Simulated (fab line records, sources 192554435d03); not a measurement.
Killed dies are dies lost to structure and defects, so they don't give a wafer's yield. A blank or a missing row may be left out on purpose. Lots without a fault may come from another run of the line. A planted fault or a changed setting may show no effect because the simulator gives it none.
Chamber matching | flow n5_finfet | N5_BEOL_M0_SAQP_ETCH_101 on rie_diel-02: 4 sister chambers
The step etches SiNx in CH3F/O2, target depth 29.9 nm, time 42.7 s. 4 wafers are shown with their chamber, then 8 later ones without.

WAFERS WITH THEIR CHAMBER
wafer  | chamber | throttle_valve_pct (%)
L088.6 | 0       | 15.88
L091.1 | 2       | 16.55
L091.6 | 1       | 16.25
L092.3 | 3       | 16.49

WAFERS WITHOUT THEIR CHAMBER
wafer  | throttle_valve_pct (%)
L092.4 | 15.91
L092.5 | 16.24
L093.2 | 15.92
L093.4 | 16.57
L093.5 | 15.91
L095.1 | 15.94
L095.4 | 16.56
L095.5 | 16.56

WHICH CHAMBER EACH WENT THROUGH
wafer  | from the rows above     | in truth
L092.4 | 0                       | 0
L092.5 | 1                       | 1
L093.2 | 0                       | 0
L093.4 | can't be placed: 2 or 3 | 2
L093.5 | 0                       | 0
L095.1 | 0                       | 0
L095.4 | can't be placed: 2 or 3 | 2
L095.5 | can't be placed: 2 or 3 | 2
Placed correctly: 5 of 8. Can't be placed from these rows: 3 (the true chamber is among the candidates in 3). Placed wrongly: 0.
How it was worked out, from the rows above alone: a wafer's distance from a chamber is the root of the sum, over the readings, of the square of ((its reading less the chamber's mean) divided by the reading's scatter). The wafer belongs to the nearest chamber; if the next one is less than 2 further off, it can't be placed. A chamber's mean is the mean of its shown wafers. The scatter: with one shown wafer a chamber, the root of the mean of the squares of how far each hidden wafer lies from its nearest shown one.
